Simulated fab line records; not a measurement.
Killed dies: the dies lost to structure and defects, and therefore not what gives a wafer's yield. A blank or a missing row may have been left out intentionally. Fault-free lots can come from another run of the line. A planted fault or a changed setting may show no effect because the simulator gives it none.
fab line records	flow n5_finfet
record: lots: 4	wafers: 12	last_day: 17
route steps=1938 shown BEOL_M4@1099 BEOL_M5@1112 BEOL_M9@1431 PASSIVATION@1936
lots that met no fault: taken from a fault-free run of the same line
start_h: hours from the record's opening day to when the first of the lot's shown wafers began	wait_h: hours from the lot's prior step to this one	" as in the row above	L1.1+2: a single row standing in for several wafers	- no value present, or no start provided	* or withheld: withheld	< > ~ a bound
route shown NAME@n: a module of which the file shows steps, and the number in the route of the first	usual: the fault-free wafers' mean and standard deviation	same: alike in all rows	chamber/n: place in a boat	sites: per-site readings	_std_site: how widely they spread, as a standard deviation	_edge_site: mean of outer sites minus mean of inner sites	radius_mm: for every site, how far away it sits from the centre of the wafer	mask NAME#n: copy n	behind: the last tool/chamber to shape the wafer	hold: what put the lot on hold/how long, in hours/how the hold closed	device: whichever transistor did not switch (one of n, p or np)	end of line: tests run on the same wafers once the route is complete	step lacking rows: just its recipe	killed: dies that structure and defects cost at the first sort, which is not the same as the wafer's yield	map: shows each die of a wafer: x if killed, . if not, _ if none is there
set.NAME: setting as actually run; set.NAME@STEP: the setting as run at that earlier step	model.NAME: the simulator's own value behind a step, which no gauge read
certain route steps with their lots: each step a table, each wafer a row
services: when a tool's chamber went out of use (start_h, in hours from the record's first day, below 0 if earlier), for how many hours, and the reason
== steps ==
step: N5_BEOL_M4_ANNEAL_95
recipe: temp_c: 400	time_s: 240	ambient: vacuum
step: N5_BEOL_M4_SPUTTER_96
recipe: material: Cu	target_thk_a: 45	temp_c: -20	chamber_pressure_pa: 0.07	power_w: withheld	time_s: 8.29
step: N5_BEOL_M4_ECD_50
recipe: material: Cu	target_thk_a: 3000
step: N5_BEOL_M4_ANNEAL_51
recipe: temp_c: 225	time_s: 90	ambient: N2
step: N5_BEOL_M4_CMP_52
recipe: stop_on: SiOC	t_overpolish_s: 6.8	down_force_psi: 1	platen_rpm: 50	clearing_platen_down_force_psi: 1.5	clearing_platen_rpm: 50	post_cmp_clean: cu_alkaline	target_thk_nm: 40	clearing_platen_pad_velocity_m_s: 0.99484	pad_velocity_m_s: 0.99484
step: N5_BEOL_M4_PRE_CLEAN_60
recipe: gas: NH3/H2	time_s: 15	temp_c: *	rf_power_w: 300
step: N5_BEOL_M4_CO_CAP_55
recipe: material: Co	target_thk_a: 20	temp_c: 200	precursor: CCTBA/H2	pressure_torr: 30	time_s: 102.1
step: N5_BEOL_M4_PRE_CLEAN_56
recipe: gas: NH3	time_s: 15	temp_c: withheld	rf_power_w: 300
step: N5_BEOL_M4_DEP_57
recipe: material: SiCN	target_thk_a: 80	temp_c: withheld	precursor: 3MS/NH3	pressure_torr: 3	rf_w: 202	time_s: 14
step: N5_BEOL_M4_RC_MEAS_101
usual: DIBL_N: 35.3/2.5	DIBL_P: 35/3.3	IOFF_N: 0.15/0.049	IOFF_P: 0.20/0.056	ION_N: 673/16	ION_P: 462/10	SS_N: 71.2/0.85	SS_P: 73.0/0.97	VT_N: 252/4.9	VT_P: -251/5
lot.wafer	tool	chamber	start_h	wait_h	DIBL_N[mV/V]	DIBL_P[mV/V]	IOFF_N[nA/um]	IOFF_P[nA/um]	ION_N[uA/um]	ION_P[uA/um]	SS_N[mV/dec]	SS_P[mV/dec]	VT_N[mV]	VT_P[mV]
L237.4	prober-02	0	199.38	0.5	37.2	38	0.17	0.21	678	462	71.8	74.5	248	-251
L237.5	"	0	"	"	31.6	31	0.09	0.12	647	442	69.5	71.5	258	-258
L237.6	"	0	"	"	35.6	36	0.13	0.18	661	454	71.3	73.2	252	-252
L242.4	prober-01	0	242.56	0.5	33.8	35	0.13	0.20	671	466	70.9	72.3	254	-248
L242.5	"	0	"	"	34.0	35	0.12	0.20	656	461	71.4	72.9	250	-250
L242.6	"	0	"	"	35.8	36	0.15	0.21	669	460	71.0	72.8	248	-249
L244.2	prober-02	0	245.39	0.2	34.1	34	0.12	0.16	660	451	70.8	72.9	254	-253
L244.4	"	0	"	"	33.9	33	0.11	0.15	647	444	71.1	72.8	255	-255
L244.6	"	0	"	"	33.5	33	0.11	0.14	670	456	71.1	72.7	258	-252
L254.3	prober-02	0	297.61	0.3	33.5	34	0.12	0.15	659	454	71.2	73.8	255	-255
L254.4	"	0	"	"	31.9	32	0.10	0.13	647	452	70.2	72.1	258	-258
L254.5	"	0	"	"	31.8	31	0.10	0.13	655	452	69.8	71.9	259	-259
step: N5_BEOL_M5_ILD_DEP_00
recipe: material: SiCOH_lowk	target_thk_a: 1406.4	temp_c: 300	precursor: DEMS/porogen	pressure_torr: 5	rf_w: 500	time_s: 25.9
step: N5_BEOL_M5_CURE_79
recipe: temp_c: 385	time_s: 240	ambient: He/Ar	material: SiCOH_lowk
step: N5_BEOL_M5_PECVD_70
recipe: material: SiO2	target_thk_a: 160	temp_c: 400	precursor: TEOS/O2	pressure_torr: 5.5	rf_w: 450	teos_flow_sccm: 53.8	gas: O2	flow_sccm: 3000	time_s: 18
step: N5_BEOL_M5_HM_DEP_02
recipe: material: TiN	target_thk_a: 200	temp_c: 25	chamber_pressure_pa: 0.49996
step: N5_BEOL_M5_COAT_59
recipe: resist: SOC	temp_c: 250	time_s: 60	spin_rpm: 1500	resist_thk_nm: 60
step: N5_BEOL_M5_COAT_60
recipe: resist: SiARC	temp_c: 220	time_s: 60	spin_rpm: 1500	resist_thk_nm: 12
step: N5_BEOL_M5_COAT_71
recipe: resist: underlayer	temp_c: 205	time_s: 60	spin_rpm: 1500	resist_thk_nm: 5
step: N5_BEOL_M5_COAT_05
recipe: resist: CAR-EUV	spin_rpm: 1500	resist_thk_nm: 30
step: N5_BEOL_M5_EBR_07
recipe: solvent: PGMEA	ebr_width_mm: 1.5
step: N5_BEOL_M5_SOFTBAKE_06
recipe: temp_c: 110	time_s: 60	resist: CAR-EUV
step: N5_BEOL_M5_EXPOSE_08
recipe: mask_id: M5	na: 0.33	source_shape: annular	sigma_inner: 0.4	sigma_outer: 0.8	polarization: unpolarized	target_cd_nm: 28	dose_mj: 35.75
step: N5_BEOL_M5_PEB_09
recipe: peb_temp_c: 100	peb_time_s: 60	resist: CAR-EUV
step: N5_BEOL_M5_DEVELOP_10
recipe: develop_time_s: 30	developer: TMAH	resist: CAR-EUV	rinse_liquid: surfactant_rinse	dry: air_spin	dev_temp_c: 23
step: N5_BEOL_M5_DESCUM_16
recipe: chemistry: O2	time_s: 7	source_power_w: 50	bias_power_w: 20	pressure_mtorr: 20	rf_frequency_hz: 2.712e+07	temp_c: 40	resist: CAR-EUV	o2_flow_sccm: 225
step: N5_BEOL_M5_ETCH_72
recipe: chemistry: N2/H2	target: underlayer	target_depth_a: 65	mask_material: CAR-EUV	time_s: 5.2	ion_energy_ev: 200	pressure_mtorr: 30	source_w: 840	bias_w: 150	n2_flow_sccm: 200	h2_flow_sccm: 200	ends: cleared
step: N5_BEOL_M5_ETCH_61
recipe: chemistry: CF4	target: SiARC	target_depth_a: 156	mask_material: CAR-EUV	time_s: 26	ion_energy_ev: 80	pressure_mtorr: 40	source_w: 545	bias_w: 36	Ar_flow_sccm: 100	cf4_flow_sccm: 100	ends: cleared
step: N5_BEOL_M5_ETCH_62
recipe: chemistry: N2/H2	target: SOC	target_depth_a: 750	overetch_a: 150	mask_material: SiARC	temp_c: 40	time_s: 112.5	ion_energy_ev: 200	pressure_mtorr: 30	source_w: 840	bias_w: 150	n2_flow_sccm: 200	h2_flow_sccm: 200
step: N5_BEOL_M5_STRIP_63
recipe: chemistry: N2/H2	temp_c: 40	n2_flow_sccm: 200	h2_flow_sccm: 200	rf_frequency_hz: 6e+07
step: N5_BEOL_M5_STRIP_73
recipe: chemistry: N2/H2	temp_c: 40	n2_flow_sccm: 200	h2_flow_sccm: 200	rf_frequency_hz: 6e+07
step: N5_BEOL_M5_STRIP_64
recipe: chemistry: CF4	resist: SiARC	power_w: 300	bias_power_w: 75	pressure_mtorr: 50	cf4_flow_sccm: 150	rf_frequency_hz: 6e+07
step: N5_BEOL_M5_HM_OPEN_17
recipe: chemistry: Cl2/BCl3	target_depth_a: 200	overetch_a: 60	target: TiN	mask_material: SOC	ion_energy_ev: 150	pressure_mtorr: 10	icp_w: 1000	bias_w: 126	Cl2_flow_sccm: 53.25	bcl3_flow_sccm: 21.75	Ar_flow_sccm: 25
step: N5_BEOL_M5_STRIP_19
recipe: chemistry: O2	power_w: 400	temp_c: 40	pressure_mtorr: 30	rf_frequency_hz: 6e+07	bias_power_w: 0	overash_fraction: 0.2	o2_flow_sccm: 225
step: N5_BEOL_M5_COAT_65
recipe: resist: SOC	temp_c: 250	time_s: 60	spin_rpm: 1500	resist_thk_nm: 60
step: N5_BEOL_M5_COAT_66
recipe: resist: SiARC	temp_c: 220	time_s: 60	spin_rpm: 1500	resist_thk_nm: 12
step: N5_BEOL_M9_EXPOSE_25
recipe: mask_id: V8	na: 0.33	source_shape: annular	sigma_inner: 0.4	sigma_outer: 0.8	polarization: unpolarized	dose_mj: 37.25
usual: exposure_dose_mJ_cm2: 37.15/0.039
lot.wafer	tool	chamber	start_h	wait_h	mask	exposure_dose_mJ_cm2
L237.4	euv_scanner-02	0	242.76	-	V8#0	37.11
L237.5	"	0	"	"	V8#0	37.13
L237.6	"	0	"	"	V8#0	37.12
L242.4	euv_scanner-02	0	288.05	-	V8#0	23.50
L242.5	"	0	"	"	V8#0	23.53
L242.6	"	0	"	"	V8#0	23.52
L244.2	euv_scanner-02	0	295.09	-	V8#0	26.31
L244.4	"	0	"	"	V8#0	26.36
L244.6	"	0	"	"	V8#0	26.26
L254.3	euv_scanner-01	0	343.10	-	V8#0	37.17
L254.4	"	0	"	"	V8#0	37.10
L254.5	"	0	"	"	V8#0	37.14
step: N5_BEOL_M9_CD_MEAS_28
recipe: target_cd_nm: 70	landing_energy_ev: 500	detector: se_inlens	polarity: opening
usual: cd_nm: 69.86/0.27
lot.wafer	tool	chamber	start_h	wait_h	cd_nm
L237.4	cd_sem-03	0	242.87	-	70.11
L237.5	"	0	"	"	70.06
L237.6	"	0	"	"	69.87
L242.4	cd_sem-02	0	288.16	-	57.49
L242.5	"	0	"	"	58.07
L242.6	"	0	"	"	58.09
L244.2	cd_sem-01	0	295.21	-	59.38
L244.4	"	0	"	"	59.83
L244.6	"	0	"	"	59.76
L254.3	cd_sem-02	0	343.22	-	69.44
L254.4	"	0	"	"	69.59
L254.5	"	0	"	"	69.86
step: N5_PASSIVATION_PROBE_49
usual: defect_limited_yield: 91.3/1.4	killed_at_M0_to_M3: 33/9.9	killed_at_M4_up: 15/5.6	killed_at_contacts: 13/5.7	killed_at_front_end: 38/12	killed_at_other: 4/3.1	killed_dies: 103/17	killed_on_rim: 13/4	killed_open: 66/13	killed_short: 32/7.8	sort_bin_5_function: 5.1/0.95	sort_bin_6_memory: 3.2/0.68	sort_bin_8_speed: 0.02/0.22	sort_n_pass: 1077/17
same: gross_dies: 1180	killed_at_back_side: 0	sort_bin_4_leakage[%]: 0
lot.wafer	tool	chamber	start_h	wait_h	defect_limited_yield[%]	killed_at_M0_to_M3	killed_at_M4_up	killed_at_contacts	killed_at_front_end	killed_at_other	killed_dies	killed_on_rim	killed_open	killed_short	sort_bin_5_function[%]	sort_bin_6_memory[%]	sort_bin_8_speed[%]	sort_n_pass
L237.4	prober-01	-	298.80	0.2	92.0	29	16	14	29	6	94	12	56	33	4.4	3.3	0	1086
L237.5	prober-01	-	298.85	0.2	89.5	46	13	12	45	8	124	16	79	32	5.5	3.9	0.08	1055
L237.6	prober-01	-	298.90	0.3	92.2	29	8	25	28	2	92	11	66	26	5.2	2.5	0	1088
L242.4	prober-02	-	355.08	0.2	58.7	46	391	14	36	0	487	112	79	27	37.6	3.4	0.17	693
L242.5	prober-02	-	355.13	0.2	57.4	32	407	11	53	0	503	128	72	37	39.3	3.1	0	677
L242.6	prober-02	-	355.18	0.3	61.6	22	356	22	48	5	453	113	84	33	34.6	3.6	0	727
L244.2	prober-01	-	356.44	0.1	70.3	48	244	21	36	1	350	94	79	37	25.2	4.3	0	830
L244.4	prober-01	-	356.54	0.2	71.4	34	241	21	33	8	337	98	76	30	25.5	2.9	0	843
L244.6	prober-01	-	356.64	0.3	69.4	45	255	17	41	3	361	104	74	29	26.2	3.6	0	819
L254.3	prober-02	-	406.25	0.1	93.1	25	11	15	23	7	81	13	60	16	3.8	2.7	0	1099
L254.4	prober-02	-	406.30	0.2	93.9	19	17	12	22	2	72	6	40	29	3.1	2.5	0	1108
L254.5	prober-02	-	406.35	0.2	92.8	22	13	13	36	1	85	16	48	33	4.7	2.3	0	1095
killed by level:class
L237.4 MOL_CONTACT_COAG:geometric_particle:open=10 BEOL_M1:geometric_particle:open=8 GATE_CUT:geometric_particle:open=6 BEOL_M3:geometric_particle:open=6 DUMMY_GATE:geometric_particle:open=4 GATE_CUT:geometric_particle:short=4 MOL_CONTACT_COAG:geometric_particle:short=4 BEOL_M1:geometric_particle:short=4
L237.5 MOL_CONTACT_COAG:geometric_particle:open=11 FIN_SAQP:geometric_particle:open=9 HKMG_FIN:area_etch=9 BEOL_M1:geometric_particle:open=8 BEOL_M0_SAQP:geometric_particle:short=7 BEOL_M0:geometric_particle:open=7 BEOL_M5:geometric_particle:open=6 GATE_CUT:geometric_particle:short=5
L237.6 MOL_CONTACT_COAG:geometric_particle:open=21 BEOL_M1:geometric_particle:open=7 DUMMY_GATE:geometric_particle:open=6 BEOL_M2:geometric_particle:open=6 STARTING-WAFER:geometric_particle:short=5 FIN_SAQP:geometric_particle:short=4 MOL_CONTACT_COAG:geometric_particle:short=4 BEOL_M0_SAQP:geometric_particle:open=4
L242.4 BEOL_M9:area_expose=376 STI_FIN_REVEAL:geometric_particle:open=14 MOL_CONTACT_COAG:geometric_particle:open=12 BEOL_M0_SAQP:geometric_particle:open=10 BEOL_M2:geometric_particle:open=9 BEOL_M0_SAQP:geometric_particle:short=8 BEOL_M3:geometric_particle:open=8 FIN_SAQP:geometric_particle:open=5
L242.5 BEOL_M9:area_expose=392 STI_FIN_REVEAL:geometric_particle:open=12 BEOL_M2:geometric_particle:open=9 FIN_SAQP:geometric_particle:open=8 MOL_CONTACT_COAG:geometric_particle:open=8 FIN_SAQP:geometric_particle:short=7 GATE_CUT:geometric_particle:short=6 BEOL_M3:geometric_particle:open=6
L242.6 BEOL_M9:area_expose=335 MOL_CONTACT_COAG:geometric_particle:open=19 FIN_SAQP:geometric_particle:open=12 FIN_SAQP:geometric_particle:short=10 BEOL_M3:geometric_particle:open=9 BEOL_M7:geometric_particle:open=7 GATE_CUT:geometric_particle:short=6 BEOL_M5:geometric_particle:open=5
L244.2 BEOL_M9:area_expose=231 MOL_CONTACT_COAG:geometric_particle:open=14 BEOL_M1:geometric_particle:open=14 FIN_SAQP:geometric_particle:open=8 STI_FIN_REVEAL:geometric_particle:open=8 BEOL_M0_SAQP:geometric_particle:open=7 MOL_CONTACT_COAG:geometric_particle:short=7 BEOL_M0_SAQP:geometric_particle:short=7
L244.4 BEOL_M9:area_expose=228 MOL_CONTACT_COAG:geometric_particle:open=17 BEOL_M3:geometric_particle:open=10 BEOL_M1:geometric_particle:open=8 FIN_SAQP:geometric_particle:open=7 STI_FIN_REVEAL:geometric_particle:open=7 FIN_SAQP:geometric_particle:short=6 STARTING-WAFER:geometric_particle:short=5
L244.6 BEOL_M9:area_expose=246 BEOL_M2:geometric_particle:open=17 MOL_CONTACT_COAG:geometric_particle:open=13 HKMG_FIN:area_etch=8 BEOL_M0_SAQP:geometric_particle:open=7 FIN_SAQP:geometric_particle:open=6 GATE_CUT:geometric_particle:short=6 BEOL_M0_SAQP:geometric_particle:short=5
L254.3 MOL_CONTACT_COAG:geometric_particle:open=13 STI_FIN_REVEAL:geometric_particle:open=9 BEOL_M2:geometric_particle:open=9 BEOL_M4:geometric_particle:open=8 BEOL_M1:geometric_particle:open=7 MIM_TOP:geometric_particle:short=4 BEOL_M0_SAQP:geometric_particle:open=3 BEOL_M6:geometric_particle:open=3
L254.4 BEOL_M2:geometric_particle:open=7 MOL_CONTACT_COAG:geometric_particle:open=7 GATE_CUT:geometric_particle:short=6 FIN_SAQP:geometric_particle:short=5 MOL_CONTACT_COAG:geometric_particle:short=5 BEOL_M0_SAQP:geometric_particle:short=4 BEOL_M5:geometric_particle:open=4 STI_FIN_REVEAL:geometric_particle:open=3
L254.5 MOL_CONTACT_COAG:geometric_particle:open=10 FIN_SAQP:geometric_particle:open=7 STI_FIN_REVEAL:geometric_particle:open=6 BEOL_M2:geometric_particle:open=6 STARTING-WAFER:geometric_particle:short=5 FIN_SAQP:geometric_particle:short=4 BEOL_M0_SAQP:geometric_particle:short=4 BEOL_M0_SAQP:geometric_particle:open=4
map L242.5 (x killed, . not)
_________________xxxxxxxxxxxx________________
______________xxxxxxxxxxx.xxxxxx_____________
___________xxxxxxxxxxxxx.xxxxxxxx.x__________
__________xxxxxxxxxxx..x..xx.xxxxxxx_________
________.xxxxxxxxx...xx.xxxxx.x...xxxx_______
_______xxxxxxxxx........xx.xxx.x.xxxxxx______
______xxx.x..x....x..x.x.xx.xxx..xxxx.xx_____
_____xxxx.x..xx....xx....xxx.xx...xx.x.xx____
____xx.xxx...xx..x.x.xx.xx......xxxxxxx.xx___
___xxxxxxx....x..x.....x.x..x....x.x.xxxxxx__
___xxx.x.....x......x.......x.xx.x..x.xxxxx__
__xxxx.x...xx.x.....xx.........x..xxxxx.xx.x_
__xx.xx......x.x...x.....xx.....x.x..x..x..x_
_xxxxxx.x..x..x.....x...x.......x.x.xx.xxxxxx
_xxx.x.x...x.x.........x...x.x.x..x.xx...xxxx
_xx.x..xx.............xx..........x.......xxx
_xxxx...x.x..x....x....x....x..x......x..x..x
_xx.x...x.........................x....xxxx.x
_x.x.x...x...........x................x.x.xxx
_x.x...x......x...............x.........x..xx
_xx..xxxx..x.........x....x..x.....x..x.xxx..
__xxxx...........x.......x.........x...x..xx_
__xx.xxx.x......x..x................xx...x.x_
___xx.xxx.x....x......x..................xx__
___xx...x....x.x....x..x.....x..xx.x.x.xxxx__
____xx.x.xx....x...........x.......x..xx.x___
_____xx..x.....xx.............x..x...xx.x____
______xxx..x..x..x........x..x.x.xx...xx_____
_______xx..x...x.x....x.....x.x..x.x.xx______
________x.xx..x..x.....x..xx.xx..xx.xx_______
__________..x.xxxx........x.x.x.x..x_________
___________.x..x..xx..xxx.x.xxx..xx__________
______________x.xxxxx.xxxxx.x.x._____________
_________________..xxxx.xxxxx________________
map L244.6 (x killed, . not)
_________________x.xxxxxxxxxx________________
______________xxxxxxx..xxx.xxxx._____________
___________.x.xx.xxxxxxx.x.x..xxxx.__________
__________xx.x.x.xx........xxxx..xxx_________
________xxx.xx.xxxx.xx....x......x..xx_______
_______xxxxxx.x.x.........x..x..xx.xxxx______
______xxxx.x...................xx..xxxxx_____
_____x...xx..........x..xxx.......xx..xx.____
____.xx.x..xx...x...x..........xxx..x.xxxx___
___x.xx..x..x.x................xx.x..xx..xx__
___xxx.x.x.....x..x.....x...x.....xx..xxxxx__
__xxx..x.....................x..x.........xx_
__....xx.......x..xx........x..........x..x._
_x.xxxx.xx.........x.................xx..xx.x
_xxx.x..x.xx.x..x.x........x...........xxxxxx
_xxx...x..............x........x......x....xx
_xx..xxx.........x....................x.xxx.x
_.x.x..........x.......xx.......x.....x...xxx
_x...x........x...x.........x......x...x.x.xx
_xxxx......x...x.....x..x......x......xxx...x
_xxxx.....................x...........x...x.x
__x..x...x....x..x....x...................x._
__x.x..............xxx.....x.x........xx.xx._
___..xx.....................x..........x..x__
___xxx.......................x.x...x..x.xxx__
____x.x.x.....x.......x.......xx.......xxx___
_____xx....x..x.x..................x..xx.____
______.x.............x.........x.x...x.x_____
_______xx....x..x...........xx...x..xxx______
________xx.xx........x...x...x..x...xx_______
__________x..x...x.x...x..x..x..xxx._________
___________...x..x.....xx..x..x..xx__________
______________........x....x...x_____________
_________________x.x.xx......________________
== services ==
tool	chamber	start_h	hours	kind
euv_scanner-02	-	227.91	5.8	pm
euv_scanner-01	-	265.13	1.0	pm
euv_scanner-02	-	268.14	1.0	pm
euv_scanner-02	-	273.51	4.6	pm
euv_scanner-01	-	307.83	2.1	repair
euv_scanner-01	-	315.23	1.0	repair
euv_scanner-01	-	319.47	2.1	repair
euv_scanner-01	-	321.61	1.0	pm
euv_scanner-02	-	324.26	1.0	pm
== key ==
first_sign: step: N5_BEOL_M9_EXPOSE_25	reading: exposure_dose_mJ_cm2	direction: down	sigmas: 99+	usual: 37.15	struck: 24.91
effect: step: N5_BEOL_M9_CD_MEAS_28	reading: cd_nm	direction: down	sigmas: 41	usual: 69.86	struck: 58.77	through: control_loop
effect: step: N5_PASSIVATION_PROBE_49	reading: killed_at_M4_up	direction: up	sigmas: 54	usual: 15	struck: 316
more_kills_born_at: N5_BEOL_M9_EXPOSE_25@euv_scanner-02: 1808
met_at N5_BEOL_M9_EXPOSE_25
struck_wafers L242.4,L242.5,L242.6,L244.2,L244.4,L244.6
loop_trim: step: N5_BEOL_M9_EXPOSE_25	setting: dose	lots: L244
onset_between 242.76 288.05
fault: kind: process_parameter_drift	tool: euv_scanner-02	chamber: -	onset_h: 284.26	steps: N5_BEOL_M9_EXPOSE_25	channel: dose_mj	offset: -13.589	shape: step	acts_in: these_recipes_only	stated: 37.25
loop_trim: a control loop set the setting to another value than it would have without faults
